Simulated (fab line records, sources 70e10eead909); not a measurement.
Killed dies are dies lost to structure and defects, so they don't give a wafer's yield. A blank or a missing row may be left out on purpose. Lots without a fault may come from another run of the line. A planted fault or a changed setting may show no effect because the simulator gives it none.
fab line records | flow nand_harc
record lots=9 wafers=27 last_day=32
route steps=1302 shown A_CHANNEL_HOLE_D1@476 END@1302
lots that met no fault: from a run of the same line without faults
start_h: hours from the record's first day to the start of the lot's first wafer shown | wait_h: hours since the lot's step before | " the same as in the row above | L1.1+2: a row that stands for several wafers | - no value, or no start given | * or withheld: withheld | < > ~ a bound
route shown NAME@n: a module of which the file shows steps, and the number in the route of the first | usual: mean/standard deviation of fault-free wafers | same: alike in all rows | chamber/n: place in a boat | sites: the reading at each site | _std_site: their standard deviation | _edge_site: outer sites' mean less inner sites' | radius_mm: how far each site lies from the wafer's centre | mask NAME#n: copy n | behind: the tool/chamber that last shaped the wafer | hold: why the lot was held/for how many hours/how that ended | device: the transistor (n, p or np) that didn't switch | end of line: the same wafers' tests at the end of the route | a step without rows: its recipe alone | killed: dies lost to structure and defects at the first sort, not the wafer's yield | map: a wafer's dies, x killed, . not, _ none there
set.NAME: the setting as run; set.NAME@STEP: as run at that earlier step | model.NAME: the simulator's own value behind a step, which no gauge read
steps of the route over a sample of lots; a table a step, a row a wafer
services: from which hour (start_h, from the record's first day; less than 0 if before it) a tool's chamber was out of use, for how many hours, and why
## steps
# step NHARC_A_CHANNEL_HOLE_D1_ETCH_24
# recipe bias_v=5000 source_w=withheld pressure_mtorr=20 time_s=906.2 ar_flow_sccm=375 c4f8_flow_sccm=93.8 o2_flow_sccm=31.2 temp_c=-20 target_depth_a=15000 chemistry=C4F8/O2/Ar
# usual c4f8_flow_sccm=93.80/0.28 chamber_pressure_mTorr=20.003/0.02 drypump_motor_current_A=5.43/0.18 showerhead_plenum_p_Torr=3.67/0.082 throttle_valve_pct=32.236/0.0099
# columns lot.wafer tool chamber start_h wait_h c4f8_flow_sccm chamber_pressure_mTorr drypump_motor_current_A rf_hours_counter_h showerhead_plenum_p_Torr throttle_valve_pct
L902.1 har_etch-01 0 193.93 0.6 93.58 20.007 5.70 94 3.73 32.224
L902.2 " 1 " " 93.76 20.004 5.43 94 3.64 32.240
L902.5 " 1 " " 93.09 20.003 5.42 - 3.64 32.235
L906.2 har_etch-01 0 228.83 0.6 93.79 19.963 5.71 113 3.72 32.243
L906.3 " 1 " " 93.84 19.984 5.39 - 3.63 32.228
L906.5 " 1 " " 93.68 20.045 5.42 - 3.63 32.234
L912.1 har_etch-01 1 292.63 0.6 - - - - - -
L912.4 " 1 " " - - - - - -
L912.6 " 1 " " - - - - - -
L913.1 har_etch-01 0 299.26 0.6 - - - - - -
L913.2 " 1 " " - - - - - -
L913.6 " 0 " " - - - - - -
L914.1 har_etch-01 0 324.50 0.6 93.77 19.979 5.71 166 3.69 32.238
L914.3 " 1 " " 93.38 20.020 5.41 - 3.60 32.245
L914.4 " 0 " " 94.46 19.977 5.69 - 3.69 32.261
L916.2 har_etch-02 1 337.62 0.6 93.59 19.984 5.28 376 3.72 32.243
L916.3 " 1 " " 93.89 20.006 5.29 - 3.72 32.230
L916.6 " 0 " " 93.78 20.001 5.27 - 3.55 32.231
L917.3 har_etch-01 0 352.81 0.6 94.01 20.031 5.70 - 3.68 32.239
L917.5 " 1 " " 94.01 20.011 5.40 - 3.59 32.237
L917.6 " 0 " " 94.01 20.005 5.70 - 3.68 32.252
L921.1 har_etch-01 0 382.80 0.6 93.98 20.009 5.67 201 3.67 32.224
L921.3 " 1 " " 93.93 20.013 5.39 - 3.58 32.239
L921.5 " 0 " " 93.99 20.024 5.70 - 3.67 32.233
L923.1 har_etch-01 0 404.61 0.6 93.96 20.001 5.68 216 3.66 32.235
L923.4 " 0 " " 93.98 19.969 5.68 - 3.66 32.241
L923.5 " 1 " " 94.06 20.012 5.43 - 3.58 32.223
# step NHARC_A_CHANNEL_HOLE_D1_ETCH_25
# recipe bias_v=5000 source_w=withheld pressure_mtorr=20 time_s=1040.2 ar_flow_sccm=375 c4f8_flow_sccm=93.8 o2_flow_sccm=31.2 temp_c=-20 target_depth_a=15000 chemistry=C4F8/O2/Ar
# usual c4f8_flow_sccm=93.84/0.29 chamber_pressure_mTorr=20.001/0.021 drypump_motor_current_A=5.43/0.18 showerhead_plenum_p_Torr=3.67/0.082 throttle_valve_pct=32.235/0.0094
# columns lot.wafer tool chamber start_h wait_h c4f8_flow_sccm chamber_pressure_mTorr drypump_motor_current_A rf_hours_counter_h showerhead_plenum_p_Torr throttle_valve_pct
L902.1 har_etch-01 0 194.72 0.7 94.00 19.988 5.69 95 3.73 32.242
L902.2 " 1 " " 93.83 20.025 5.37 95 3.64 32.231
L902.5 " 1 " " 93.16 19.999 5.38 - 3.64 32.232
L906.2 har_etch-01 0 229.63 0.7 93.67 19.979 5.67 114 3.72 32.242
L906.3 " 1 " " 94.00 19.977 5.38 - 3.63 32.238
L906.5 " 1 " " 93.83 20.001 5.43 - 3.63 32.242
L912.1 har_etch-01 1 293.40 0.6 93.60 19.972 5.43 152 3.61 32.239
L912.4 " 1 " " 93.10 19.987 5.41 - 3.61 32.244
L912.6 " 1 " " 93.63 20.009 5.43 - 3.61 32.263
L913.1 har_etch-01 0 300.03 0.6 93.70 19.991 5.72 156 3.69 32.214
L913.2 " 1 " " 94.34 19.990 5.40 156 3.61 32.227
L913.6 " 0 " " 93.81 20.016 5.72 - 3.69 32.243
L914.1 har_etch-01 0 325.28 0.7 93.75 20.018 5.67 167 3.69 32.232
L914.3 " 1 " " 93.51 20.018 5.38 - 3.60 32.223
L914.4 " 0 " " 94.40 20.045 5.70 - 3.69 32.234
L916.2 har_etch-02 1 338.38 0.6 93.49 20.008 5.26 377 3.72 32.241
L916.3 " 1 " " 93.57 19.987 5.28 - 3.72 32.221
L916.6 " 0 " " 93.74 19.995 5.27 - 3.55 32.227
L917.3 har_etch-01 0 353.63 0.7 93.85 19.970 5.69 - 3.68 32.233
L917.5 " 1 " " 94.53 19.981 5.40 - 3.59 32.234
L917.6 " 0 " " 93.67 20.034 5.71 - 3.68 32.216
L921.1 har_etch-01 0 383.58 0.7 93.80 19.974 5.69 202 3.67 32.235
L921.3 " 1 " " 94.30 20.012 5.39 - 3.58 32.228
L921.5 " 0 " " 93.51 19.999 5.69 - 3.67 32.247
L923.1 har_etch-01 0 405.40 0.7 94.07 20.025 5.69 217 3.66 32.221
L923.4 " 0 " " 93.86 19.984 5.71 - 3.66 32.247
L923.5 " 1 " " 94.10 20.002 5.39 - 3.58 32.247
# step NHARC_A_CHANNEL_HOLE_D1_ETCH_44
# recipe target_depth_a=1400 overetch_a=140 time_s=77 ion_energy_ev=100 cf4_flow_sccm=80 o2_flow_sccm=20 ar_flow_sccm=0 rf_w=300 bias_w=100 chemistry=CF4/O2
# usual bias_w=100.0/0.31 cf4_flow_sccm=80.01/0.26 drypump_motor_current_A=5.7/0.47 oes_product_au=0.998/0.013 rf_vpp_V=197.2/1.2 showerhead_plenum_p_Torr=1.31/0.036 throttle_valve_pct=13.398/0.0082
# columns lot.wafer tool chamber start_h wait_h bias_w cf4_flow_sccm drypump_motor_current_A oes_product_au rf_hours_counter_h rf_vpp_V showerhead_plenum_p_Torr throttle_valve_pct
L902.2 rie_diel-09 0 196.55 0.1 100.3 80.26 5.2 1.009 11 199.3 1.33 13.403
L902.1 " 1 " " 99.8 80.21 6.2 1.006 11 199.9 1.39 13.400
L902.5 " 1 " " 99.6 80.57 6.2 0.999 - 200.7 1.39 13.397
L906.2 rie_diel-02 2 231.31 0.1 99.8 79.82 5.7 1.013 2 194.8 1.27 13.402
L906.3 " 1 " " 100.4 79.60 6.0 1.006 2 198.2 1.36 13.402
L906.5 " 3 " " 100.5 79.19 5.2 1.009 - 197.3 1.27 13.414
L912.4 rie_diel-10 0 295.30 0.1 99.9 80.15 6.0 0.993 3 197.4 1.35 13.403
L912.1 " 1 " " 100.6 79.96 5.6 0.967 5 197.8 1.29 13.395
L912.6 " 3 " " 100.0 79.88 6.3 1.002 - 197.4 1.29 13.397
L913.1 rie_diel-10 0 301.87 0.1 99.7 79.60 6.1 1.002 4 199.6 1.35 13.391
L913.2 " 1 " " 100.6 80.03 5.6 0.980 5 197.5 1.29 13.403
L913.6 " 3 " " 99.5 80.10 6.3 0.997 - 196.5 1.29 13.392
L914.1 rie_diel-10 0 326.97 0.1 100.0 79.85 6.0 0.990 6 198.5 1.35 13.390
L914.3 " 1 " " 100.2 80.04 5.6 0.961 7 197.8 1.29 13.398
L914.4 " 2 " " 100.3 79.60 4.9 0.995 7 196.1 1.28 13.412
L916.2 rie_diel-10 2 340.21 0.1 100.5 80.04 4.9 1.004 8 195.5 1.28 13.412
L916.3 " 1 " " 99.6 79.90 5.6 0.973 8 195.8 1.29 13.393
L916.6 " 3 " " 99.8 80.17 6.3 0.993 - 196.5 1.29 13.413
L917.3 rie_diel-10 1 355.03 0.1 100.2 80.21 5.6 0.972 9 196.4 1.29 13.409
L917.5 " 0 " " 99.8 79.70 6.0 0.992 - 198.0 1.35 13.407
L917.6 " 1 " " 100.0 80.06 5.6 0.963 - 197.6 1.29 13.393
L921.3 rie_diel-02 2 385.35 0.1 100.2 80.05 5.7 1.014 51 195.5 1.26 13.407
L921.1 " 3 " " 99.6 79.66 5.2 1.015 52 196.5 1.26 13.415
L921.5 " 2 " " 100.3 80.20 5.7 1.019 - 195.7 1.26 13.377
L923.1 rie_diel-02 0 407.08 0.1 100.3 80.32 6.1 1.007 1 196.7 1.33 13.400
L923.4 " 2 " " 99.7 80.00 5.7 0.988 1 197.4 1.26 13.409
L923.5 " 0 " " 100.1 79.63 6.1 1.009 - 198.5 1.33 13.395
# step NHARC_A_CHANNEL_HOLE_D1_STRIP_27
# recipe o2_flow_sccm=500 ar_flow_sccm=0 bias_w=0 chemistry=O2
# usual drypump_motor_current_A=5.7/0.47 oes_product_au=1.000/0.015 rf_vpp_V=57.5/0.89 showerhead_plenum_p_Torr=3.45/0.087 throttle_valve_pct=17.037/0.0087
# columns lot.wafer tool chamber start_h wait_h drypump_motor_current_A oes_product_au rf_hours_counter_h rf_vpp_V showerhead_plenum_p_Torr throttle_valve_pct
L902.1 rie_diel-09 0 - - 5.2 1.010 11 56.8 3.53 17.044
L902.2 " 2 " " 5.7 0.997 13 57.5 3.69 17.024
L902.5 " 1 " " 6.2 0.994 - 59.1 3.67 17.037
L906.2 rie_diel-02 1 - - 6.0 1.002 2 57.6 3.60 17.040
L906.3 " 2 " " 5.7 1.028 2 56.9 3.36 17.045
L906.5 " 0 " " 6.1 0.997 - 58.1 3.55 17.035
L912.1 rie_diel-10 1 - - 5.7 0.980 5 57.3 3.42 17.048
L912.4 " 0 " " 6.1 1.012 3 58.2 3.57 17.023
L912.6 " 2 " " 5.0 1.017 - 56.9 3.38 17.027
L913.2 rie_diel-10 0 - - 6.1 0.999 4 58.0 3.57 17.040
L913.1 " 1 " " 5.7 0.974 5 57.2 3.42 17.053
L913.6 " 3 " " 6.4 1.002 - 57.9 3.43 17.038
L914.3 rie_diel-10 2 - - 5.0 1.006 7 57.8 3.38 17.026
L914.4 " 3 " " 6.3 1.004 5 57.3 3.42 17.047
L914.1 " 0 " " 6.1 0.997 6 56.2 3.57 17.036
L916.3 rie_diel-10 0 - - 6.1 0.996 7 56.7 3.57 17.032
L916.2 " 1 " " 5.7 0.972 8 58.6 3.42 17.053
L916.6 " 0 " " 6.1 1.005 - 59.0 3.57 17.045
L917.3 rie_diel-10 2 - - 5.0 1.010 9 57.1 3.38 17.027
L917.5 " 1 " " 5.6 0.962 - 57.3 3.42 17.043
L917.6 " 2 " " 4.9 0.997 - 57.2 3.38 17.032
L921.3 rie_diel-02 3 - - 5.3 1.020 52 56.8 3.34 17.041
L921.1 " 2 " " 5.7 1.023 51 56.0 3.34 17.044
L921.5 " 0 " " 6.1 1.004 - 57.9 3.52 17.043
L923.1 rie_diel-02 1 - - 6.0 1.022 1 57.3 3.57 17.038
L923.4 " 2 " " 5.7 0.991 1 57.8 3.33 17.033
L923.5 " 3 " " 5.2 1.010 - 58.9 3.33 17.035
# step NHARC_A_CHANNEL_HOLE_D1_CD_MEAS_30
# usual cd_nm=90.9/1.8
# columns lot.wafer tool chamber start_h wait_h cd_nm
L902.1 cd_sem-03 - 197.34 - 89.5
L902.2 " - " " 92.8
L902.5 " - " " 87.1
L906.2 cd_sem-01 - 232.11 - 93.7
L906.3 " - " " 91.7
L906.5 " - " " 92.0
L912.1 cd_sem-01 - 296.08 - -0.5
L912.4 " - " " 1.8
L912.6 " - " " 3.7
L913.1 cd_sem-03 - 302.66 - 1.2
L913.2 " - " " 0.1
L913.6 " - " " 3.9
L914.1 cd_sem-02 - 327.78 - 89.7
L914.3 " - " " 88.1
L914.4 " - " " 89.5
L916.2 cd_sem-02 - 341.02 - 86.6
L916.3 " - " " 90.2
L916.6 " - " " 90.2
L917.3 cd_sem-03 - 355.84 - 88.7
L917.5 " - " " 91.5
L917.6 " - " " 89.7
L921.1 cd_sem-01 - 386.14 - 90.7
L921.3 " - " " 93.2
L921.5 " - " " 94.4
L923.1 cd_sem-01 - 407.88 - 90.7
L923.4 " - " " 90.9
L923.5 " - " " 90.6
# step NHARC_A_CHANNEL_HOLE_D1_XSEM_31
# recipe landing_energy_ev=35000
# usual bot_cd_nm=75.6/1.8 bow_nm=8.7/0.35 tilt_deg=0.08/0.033
# columns lot.wafer tool chamber start_h wait_h bot_cd_nm bow_nm tilt_deg
L902.1 xsem-02 0 197.43 0.1 75.1 9.0 0.09
L902.2 " 0 " " 78.3 9.0 0.09
L902.5 " 0 " " 73.0 9.0 0.09
L906.2 xsem-02 0 232.20 0.1 77.2 9.2 0.09
L906.3 " 0 " " 76.3 9.1 0.09
L906.5 " 0 " " 76.3 9.1 0.10
L912.1 xsem-02 0 296.18 0.1 0.0 0.4 0.07
L912.4 " 0 " " 2.2 0.4 0.07
L912.6 " 0 " " 3.7 0.4 0.07
L913.1 xsem-01 0 302.75 0.1 1.0 0.0 0.10
L913.2 " 0 " " 0.0 0.0 0.10
L913.6 " 0 " " 3.6 0.0 0.10
L914.1 xsem-01 0 327.87 0.1 75.8 8.4 0.08
L914.3 " 0 " " 74.6 8.5 0.08
L914.4 " 0 " " 75.8 8.5 0.08
L916.2 xsem-02 0 341.11 0.1 70.8 8.8 0.12
L916.3 " 0 " " 74.8 8.8 0.12
L916.6 " 0 " " 74.3 8.9 0.12
L917.3 xsem-01 0 355.94 0.1 73.1 8.4 0.03
L917.5 " 0 " " 76.5 8.4 0.03
L917.6 " 0 " " 74.7 8.3 0.03
L921.1 xsem-02 0 386.23 0.1 75.3 8.8 0.08
L921.3 " 0 " " 78.2 8.8 0.08
L921.5 " 0 " " 78.8 8.8 0.08
L923.1 xsem-02 0 407.97 0.1 75.3 9.4 0.08
L923.4 " 0 " " 74.9 9.5 0.08
L923.5 " 0 " " 75.1 9.3 0.08
# step NHARC_END_SORT_01
# recipe temp_c=25
# usual killed_at_array=52/18 killed_at_other=1.0/1.4 killed_at_periphery=3.1/2.3 killed_dies=56/17 killed_open=3.0/1.7 killed_short=2.5/1.7
# same gross_dies=677
# columns lot.wafer tool chamber start_h wait_h killed_at_array killed_at_other killed_at_periphery killed_dies killed_open killed_short
L912.1 prober-02 0 676.93 2.5 670 6 1 677 3 1
L912.4 prober-02 0 679.35 3.4 673 3 1 677 5 6
L912.6 prober-02 0 680.96 4.0 668 5 4 677 4 5
L913.1 prober-02 0 684.76 2.5 672 2 3 677 2 3
L913.2 prober-02 0 685.56 2.8 674 1 2 677 5 8
L913.6 prober-02 0 688.75 4.0 675 1 1 677 3 3
# killed by level:class
L912.1 A_CHANNEL_HOLE_D1:area_etch=641 A_CHANNEL_HOLE_D1:chamber_film_flake=8 A_CONTACT:chamber_film_flake=6 THIN_TSV:chamber_film_flake=6 A_CHANNEL_FILL_D2:chamber_film_flake=3 A_STAIRCASE:chamber_film_flake=3 A_M0:geometric_particle:open=2 A_SLIT:chamber_film_flake=2
L912.4 A_CHANNEL_HOLE_D1:area_etch=641 A_CHANNEL_HOLE_D1:chamber_film_flake=8 A_CHANNEL_HOLE_D1:geometric_particle:open=3 THIN_TSV:chamber_film_flake=3 A_CHANNEL_HOLE_D1:geometric_particle:short=2 A_CHANNEL_FILL_D2:geometric_particle:short=2 A_CHANNEL_HOLE_D2:chamber_film_flake=2 A_STAIRCASE:chamber_film_flake=2
L912.6 A_CHANNEL_HOLE_D1:area_etch=648 A_CHANNEL_HOLE_D1:chamber_film_flake=5 THIN_TSV:chamber_film_flake=5 A_SLIT:chamber_film_flake=2 A_WL_FILL:chamber_film_flake=2 A_CONTACT:chamber_film_flake=2 P_GATE:geometric_particle:open=1 A_CHANNEL_HOLE_D1:geometric_particle:short=1
L913.1 A_CHANNEL_HOLE_D1:area_etch=633 A_CHANNEL_HOLE_D2:chamber_film_flake=17 A_CONTACT:chamber_film_flake=5 A_CHANNEL_HOLE_D1:chamber_film_flake=4 A_SLIT:chamber_film_flake=3 A_CHANNEL_FILL_D2:chamber_film_flake=2 A_STAIRCASE:chamber_film_flake=2 A_WL_FILL:chamber_film_flake=2
L913.2 A_CHANNEL_HOLE_D1:area_etch=630 A_CHANNEL_HOLE_D2:chamber_film_flake=10 A_WL_FILL:chamber_film_flake=8 A_CONTACT:chamber_film_flake=5 A_CHANNEL_FILL_D1:geometric_particle:short=3 A_CHANNEL_FILL_D2:geometric_particle:short=3 A_CHANNEL_HOLE_D1:chamber_film_flake=3 A_SLIT:chamber_film_flake=3
L913.6 A_CHANNEL_HOLE_D1:area_etch=637 A_CHANNEL_HOLE_D2:chamber_film_flake=13 A_WL_FILL:chamber_film_flake=7 A_CONTACT:chamber_film_flake=4 A_ZERO_WELL:chamber_film_flake=2 A_CHANNEL_HOLE_D1:chamber_film_flake=2 A_STAIRCASE:chamber_film_flake=2 A_SLIT:chamber_film_flake=2
## services
# columns tool chamber start_h hours kind
rie_diel-10 0 172.50 - clean
rie_diel-10 1 172.50 - clean
rie_diel-10 2 172.50 - clean
rie_diel-02 0 173.06 6.3 repair
rie_diel-02 1 175.62 11.2 repair
rie_diel-10 0 186.44 9.7 repair
rie_diel-10 0 204.77 7.2 repair
rie_diel-10 1 206.47 4.1 repair
rie_diel-02 - 217.35 9.0 pm
rie_diel-10 - 242.50 9.0 pm
rie_diel-02 0 246.34 2.0 repair
rie_diel-02 1 250.84 4.1 repair
rie_diel-02 2 270.03 1.9 repair
rie_diel-09 - 322.27 9.0 pm
rie_diel-02 1 352.67 2.9 repair
rie_diel-09 1 362.60 6.4 repair
rie_diel-10 0 366.22 3.1 repair
xsem-01 - 374.00 14.0 pm
har_etch-02 - 379.55 17.0 pm
rie_diel-10 3 380.62 2.5 repair
rie_diel-09 - 382.34 0.5 repair
rie_diel-10 0 391.42 5.9 repair
xsem-02 - 397.72 1.8 repair
rie_diel-09 1 402.16 8.5 repair
## key
first_sign step=NHARC_A_CHANNEL_HOLE_D1_ETCH_24 reading=tool_record direction=missing
effect step=NHARC_A_CHANNEL_HOLE_D1_CD_MEAS_30 reading=cd_nm direction=down sigmas=49 usual=90.9 struck=1.7 through=control_loop
effect step=NHARC_A_CHANNEL_HOLE_D1_XSEM_31 reading=bot_cd_nm direction=down sigmas=41 usual=75.6 struck=1.8 through=control_loop
effect step=NHARC_END_SORT_01 reading=killed_dies direction=up sigmas=36 usual=56 struck=677
more_kills_born_at NHARC_A_CHANNEL_HOLE_D1_ETCH_24@har_etch-01=3830
met_at NHARC_A_CHANNEL_HOLE_D1_ETCH_24
struck_lots L912,L913
later_rows_left_out L912.1,L912.4,L912.6,L913.1,L913.2,L913.6
tester_left_out L912,L913
loop_trim step=NHARC_A_CHANNEL_HOLE_D1_EXPOSE_07 setting=dose lots=L912,L913
not_acting_at NHARC_A_CHANNEL_HOLE_D1_ETCH_25,NHARC_A_CHANNEL_HOLE_D1_ETCH_44,NHARC_A_CHANNEL_HOLE_D1_STRIP_27
onset_between 228.83 292.63
fault kind=skipped_step_whole tool=har_etch-01 chamber=- onset_h=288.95 steps=NHARC_A_CHANNEL_HOLE_D1_ETCH_24 scope=struck_lots_only
# tester_left_out: of these lots the tester's yield and bins aren't shown, on N5 and GAA mostly nor the transistor test; their killed dies are dies lost to structure and defects alone, not to doping, threshold or leakage, so they don't give the yield
# later_rows_left_out: the simulator's readings of these wafers behind a module that went badly wrong aren't trusted and aren't shown, but for the sort
# loop_trim: a control loop set the setting to another value than it would have without faults
